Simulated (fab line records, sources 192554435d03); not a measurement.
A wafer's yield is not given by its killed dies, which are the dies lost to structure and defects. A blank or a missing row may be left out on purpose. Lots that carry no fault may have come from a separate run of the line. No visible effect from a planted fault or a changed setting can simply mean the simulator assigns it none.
Chamber matching | flow n5_finfet | 3 sister chambers for N5_BEOL_M6_PECVD_70 on pecvd-04
The step deposits SiO2 from TEOS/O2, target thk 20 nm, time 22.7 s. 3 wafers are shown with their chamber, then 10 later ones without.

WAFERS PAIRED WITH THEIR CHAMBERS
wafer  | chamber | throttle_valve_pct (%)
L082.5 | 2       | 21.1
L085.1 | 0       | 23.3
L085.5 | 1       | 23.2

WAFERS WHOSE CHAMBER IS MISSING
wafer  | throttle_valve_pct (%)
L085.6 | 23.1
L093.1 | 23.2
L093.3 | 23.5
L093.6 | 22.9
L095.3 | 23.3
L095.4 | 21.4
L095.5 | 23.2
L094.2 | 21.0
L094.3 | 23.3
L094.5 | 23.4

CHAMBER TAKEN BY EACH
wafer  | from the rows above     | in truth
L085.6 | can't be placed: 1 or 0 | 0
L093.1 | can't be placed: 1 or 0 | 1
L093.3 | can't be placed: 0 or 1 | 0
L093.6 | can't be placed: 1 or 0 | 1
L095.3 | can't be placed: 0 or 1 | 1
L095.4 | 2                       | 2
L095.5 | can't be placed: 1 or 0 | 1
L094.2 | 2                       | 2
L094.3 | can't be placed: 0 or 1 | 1
L094.5 | can't be placed: 0 or 1 | 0
Correct placement for 2 of the 10. Cannot be placed on the basis of these rows: 8; the candidates contain the true chamber in 8. Placed wrongly: 0.
How it was worked out, from the rows above alone: a wafer's distance from a chamber is the root of the sum, over the readings, of the square of ((its reading less the chamber's mean) divided by the reading's scatter). The wafer belongs to the nearest chamber; if the next one is less than 2 further off, it can't be placed. Each chamber's mean is taken over the wafers shown for it. The scatter (one wafer shown for each chamber): square how far every hidden wafer sits from the nearest shown wafer, average those squares and take the square root.
